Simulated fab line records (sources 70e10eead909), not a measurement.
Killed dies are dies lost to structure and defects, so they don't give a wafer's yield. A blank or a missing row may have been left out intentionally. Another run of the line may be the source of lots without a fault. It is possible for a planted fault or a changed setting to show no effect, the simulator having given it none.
Matching of chambers + flow nandHarc + 3 sister chambers for NHARC_P_M1_PRE_CLEAN_32 on pecvd-01
The step time 12 s. 27 wafers are shown with their chamber, then 12 later ones without.

== WAFERS WITH THEIR CHAMBER ==
| wafer  | chamber | heaterPowerW (W) |
|--------|---------|------------------|
| L074.1 | 1       | 596              |
| L074.2 | 0       | 529              |
| L074.4 | 2       | 626              |
| L077.4 | 1       | 553              |
| L077.5 | 0       | 534              |
| L077.6 | 2       | 539              |
| L078.1 | 0       | 600              |
| L078.2 | 1       | 549              |
| L078.6 | 1       | 526              |
| L080.2 | 2       | 528              |
| L080.3 | 0       | 611              |
| L080.5 | 0       | 622              |
| L082.3 | 2       | 527              |
| L082.4 | 2       | 518              |
| L082.5 | 1       | 547              |
| L083.3 | 0       | 599              |
| L083.4 | 1       | 496              |
| L083.6 | 0       | 589              |
| L084.1 | 2       | 593              |
| L084.5 | 2       | 601              |
| L084.6 | 0       | 569              |
| L086.2 | 0       | 615              |
| L086.5 | 1       | 564              |
| L086.6 | 2       | 545              |
| L087.1 | 1       | 610              |
| L087.2 | 2       | 602              |
| L087.6 | 0       | 603              |

SIGNATURES (means of the wafers above)
| reading      | chamber 0 | chamber 1 | chamber 2 | scatter within a chamber |
|--------------|-----------|-----------|-----------|--------------------------|
| heaterPowerW | 587.10    | 555.12    | 564.33    | 36.6                     |
Rule: a wafer's distance from a chamber is the root of the sum, over the readings, of the square of ((its reading less the chamber's mean) divided by the reading's scatter). The wafer belongs to the nearest chamber; if the next one is less than 2 further off, it can't be placed. How the scatter is found: for the shown wafers, subtract from each reading the mean of its chamber, square and add these, divide the total by (wafers less chambers), then take the root.

== WAFERS WITHOUT THEIR CHAMBER ==
| wafer  | heaterPowerW (W) |
|--------|------------------|
| L090.1 | 599              |
| L090.4 | 551              |
| L090.6 | 586              |
| L091.1 | 572              |
| L091.2 | 590              |
| L091.4 | 572              |
| L096.2 | 643              |
| L096.4 | 651              |
| L096.6 | 617              |
| L097.2 | 622              |
| L097.4 | 601              |
| L097.6 | 650              |

== WHICH CHAMBER EACH ONE RAN IN ==
| wafer  | from the rows above          | in truth |
|--------|------------------------------|----------|
| L090.1 | can't be placed: 0 or 2 or 1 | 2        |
| L090.4 | can't be placed: 1 or 2 or 0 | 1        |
| L090.6 | can't be placed: 0 or 2 or 1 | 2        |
| L091.1 | can't be placed: 2 or 0 or 1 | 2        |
| L091.2 | can't be placed: 0 or 2 or 1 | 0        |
| L091.4 | can't be placed: 2 or 0 or 1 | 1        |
| L096.2 | can't be placed: 0 or 2 or 1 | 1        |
| L096.4 | can't be placed: 0 or 2 or 1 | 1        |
| L096.6 | can't be placed: 0 or 2 or 1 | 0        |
| L097.2 | can't be placed: 0 or 2 or 1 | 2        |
| L097.4 | can't be placed: 0 or 2 or 1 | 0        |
| L097.6 | can't be placed: 0 or 2 or 1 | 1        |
Correct placement for 0 of the 12. Can't be placed from these rows: 12 (the true chamber is among the candidates in 12). 0 placed wrongly.
